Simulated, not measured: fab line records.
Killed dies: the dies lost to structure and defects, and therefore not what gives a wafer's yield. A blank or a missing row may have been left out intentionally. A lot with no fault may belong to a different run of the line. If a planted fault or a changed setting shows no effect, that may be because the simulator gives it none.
Struck lot and sound lot, side by side    flow nandHarc    18 steps out of a route of 1302
Sound: these wafers, L459.1, L459.2, L459.6. Struck: wafer L470.6 (left out: L470.2, L470.5 of the same lot, which were not struck); the cause appears at the end.
For every step that has rows: the tool of each side, followed by ch and its chambers, followed by its first start. Under that, the readings that differ: sound wafers    struck wafers    difference of the means    sigmas: that difference in standard deviations of wafers without a fault.
alike: a reading whose means differ by less than 2 such deviations, as well as words and numbers matching on both sides. not compared: withheld readings; readings where some wafer has no value; bounds like >300 that might hide an equal value; numbers whose values overlap and for which the record gives no deviation.
Wherever a step has rows on one side only, a row that says differs or no value, or a row with sigmas, the two part there. Non-overlapping numbers with no deviation appear without sigmas and do not part them. A reading missing from all wafers of one side parts the sides only when that side holds two or more wafers.

NHARC_A_SGD_CUT_CD_MEAS_09 targets a cd of 100 nm.
  sound on cdSem-02 ch 0, day 19 12:59; struck on cdSem-03 ch 0, day 24 08:50
  alike: cdNm
NHARC_A_SGD_CUT_OVL_MEAS_10:
  struck on overlay-02, day 24 08:55; sound on overlay-01, day 19 13:05
  alike: overlayXNm, overlayYNm
NHARC_A_SGD_CUT_INSPECT_11:
  struck on defectInspect-01, day 24 08:58; sound on defectInspect-02, day 19 13:07
  alike: rawDefectCount
then, 1 step without rows for these wafers: NHARC_A_SGD_CUT_DESCUM_14 (chemistry O2, time 3 s).
NHARC_A_SGD_CUT_ETCH_58: etches the open film in CF4, target depth 39 nm, time 65 s.
  sound on rieDiel-11 ch 0,1,2, day 19 13:16; struck on rieDiel-08 ch 1, day 24 09:07
reading              sound              struck  difference  sigmas
oesProductAu (a.u.)  0.979 1.006 0.999  1.018   +0.023      +3
  alike: drypumpMotorCurrentA, rfVppV, showerheadPlenumPTorr, throttleValvePct
  not compared: rfHoursCounterH
NHARC_A_SGD_CUT_ETCH_59: etches the open film in N2/H2, target depth 260 nm, time 406.25 s.
  sound: rieDiel-11 ch 1,2,3; struck: rieDiel-08 ch 3
  alike: drypumpMotorCurrentA, oesProductAu, rfVppV, showerheadPlenumPTorr, throttleValvePct
  not compared: rfHoursCounterH
NHARC_A_SGD_CUT_ETCH_15: etches the open film in CH3F/O2, target depth 75 nm, time 64.3 s.
  sound: rieDiel-11 ch 1,2; struck: rieDiel-08 ch 3
reading                   sound        struck  difference  sigmas
drypumpMotorCurrentA (A)  6.7 5.2 6.7  4.8     -1.4        -3
  alike: o2FlowSccm, oesProductAu, rfVppV, showerheadPlenumPTorr, throttleValvePct
  not compared: rfHoursCounterH
NHARC_A_SGD_CUT_ETCH_16: etches the open film in C4F8/O2/Ar, target depth 310.5 nm, time 155.2 s.
  sound: rieDiel-11 ch 0,1; struck: rieDiel-08 ch 0
  alike: oesProductAu, rfVppV
  not compared: rfHoursCounterH
then, 1 step without rows for these wafers: NHARC_A_SGD_CUT_STRIP_60 (strips in C4F8/O2/Ar).
NHARC_A_SGD_CUT_STRIP_17: strips in O2.
  sound: rieDiel-11 ch 0,2; struck: rieDiel-08 ch 0
reading     sound           struck  difference  sigmas
rfVppV (V)  57.6 57.1 56.8  59.6    +2.4        +3
  alike: drypumpMotorCurrentA, o2FlowSccm, oesProductAu, showerheadPlenumPTorr, throttleValvePct
  not compared: rfHoursCounterH
then, 2 steps without rows for these wafers: NHARC_A_SGD_CUT_PRECLEAN_18 (cleans in SC1); NHARC_A_SGD_CUT_SRD_19.
NHARC_A_SGD_CUT_DEP_20: deposits SiO2, target thk 150 nm.
  sound on fcvd-02 ch 1, day 19 14:28; struck on fcvd-01 ch 1, day 24 10:10
  alike: susceptorTempC
then, 1 step without rows for these wafers: NHARC_A_SGD_CUT_ANNEAL_27 (time 1800 s).
NHARC_A_SGD_CUT_CMP_21: polishes, target thk 148.19 nm.
  sound on cmp-02 ch 0,2,3, day 19 20:35; struck on cmp-01 ch 1, day 24 15:10
reading              sound           struck  difference  sigmas
timeToEndpointS (s)  52.2 51.8 52.0  24.5    -27.5       -12
  alike: motorCurrentA, slurryFilterDpKPa
NHARC_A_SGD_CUT_THK_MEAS_22: measures by ellipsometry.
  struck on filmMetro-01, day 24 15:23; sound on filmMetro-02, day 19 20:50
reading     sound              struck  difference  sigmas
thkNm (nm)  148.9 148.2 147.5  75.0    -73.2       -56
then, 2 steps without rows for these wafers: NHARC_A_SGD_CUT_SRD_23; NHARC_END_SORT_01.

== WHERE THEY PART ==
Last at NHARC_A_SGD_CUT_THK_MEAS_22 as far as this record goes, first at NHARC_A_SGD_CUT_ETCH_58.

WHY: what the simulator had put in
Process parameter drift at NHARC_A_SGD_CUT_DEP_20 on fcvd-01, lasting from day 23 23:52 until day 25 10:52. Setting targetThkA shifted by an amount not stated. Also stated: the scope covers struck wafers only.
